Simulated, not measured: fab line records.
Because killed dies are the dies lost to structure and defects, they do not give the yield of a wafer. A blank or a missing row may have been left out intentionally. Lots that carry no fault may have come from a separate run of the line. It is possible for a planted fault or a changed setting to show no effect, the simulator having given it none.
Matching of chambers    flow nand_harc    4 sister chambers for NHARC_P_M0_ETCH_34 on rie_diel-04
The step etches the open film in N2/H2, target depth 40 nm, overetch 12 nm, time 43.94 s. 14 wafers are shown with their chamber, then 7 later ones without.

WAFERS, EACH WITH ITS CHAMBER
wafer   chamber  showerhead_plenum_p_Torr (Torr)  rf_vpp_V (V)  oes_product_au (a.u.)
L339.2  3        2.02                             429.5         1.005
L339.4  0        1.99                             429.0         0.993
L339.5  3        2.02                             429.6         1.014
L340.1  2        2.17                             434.5         1.001
L340.2  1        1.97                             428.5         0.986
L340.4  3        2.02                             429.4         1.008
L341.3  2        2.17                             434.0         0.994
L341.4  3        2.02                             431.2         1.006
L341.5  0        1.99                             430.2         1.006
L342.1  0        1.99                             428.6         1.006
L342.3  1        1.97                             427.7         0.989
L342.4  2        2.17                             435.0         1.000
L346.2  0        1.99                             428.9         0.996
L346.4  2        2.16                             432.0         1.006

SIGNATURES, as means of the wafers listed above
reading                   chamber 0  chamber 1  chamber 2  chamber 3  scatter within a chamber
showerhead_plenum_p_Torr  1.9900     1.9700     2.1675     2.0200     0.00274
rf_vpp_V                  429.175    428.100    433.875    429.925    0.958
oes_product_au            1.00025    0.98750    1.00025    1.00825    0.00513
Rule: a wafer lies at a distance from a chamber equal to the root of the sum of squares, over the readings, of (its reading less the chamber's mean, divided by the reading's scatter). The wafer belongs to the nearest chamber; if the next one is less than 2 further off, it can't be placed. How the scatter is found: for the shown wafers, subtract from each reading the mean of its chamber, square and add these, divide the total by (wafers less chambers), then take the root.

WAFERS WITH NO CHAMBER GIVEN
wafer   showerhead_plenum_p_Torr (Torr)  rf_vpp_V (V)  oes_product_au (a.u.)
L346.5  2.16                             434.7         0.995
L347.2  1.97                             427.9         1.002
L347.3  2.16                             434.6         1.002
L347.6  1.97                             426.7         1.005
L350.2  2.16                             433.4         0.999
L350.5  2.16                             433.2         1.000
L350.6  1.97                             428.7         0.994

EACH ONE'S CHAMBER
wafer   from the rows above  in truth
L346.5  2                    2
L347.2  1                    1
L347.3  2                    2
L347.6  1                    1
L350.2  2                    2
L350.5  2                    2
L350.6  1                    1
Placed correctly: 7 of 7. Left unplaced by these rows: 0. 0 placed wrongly.
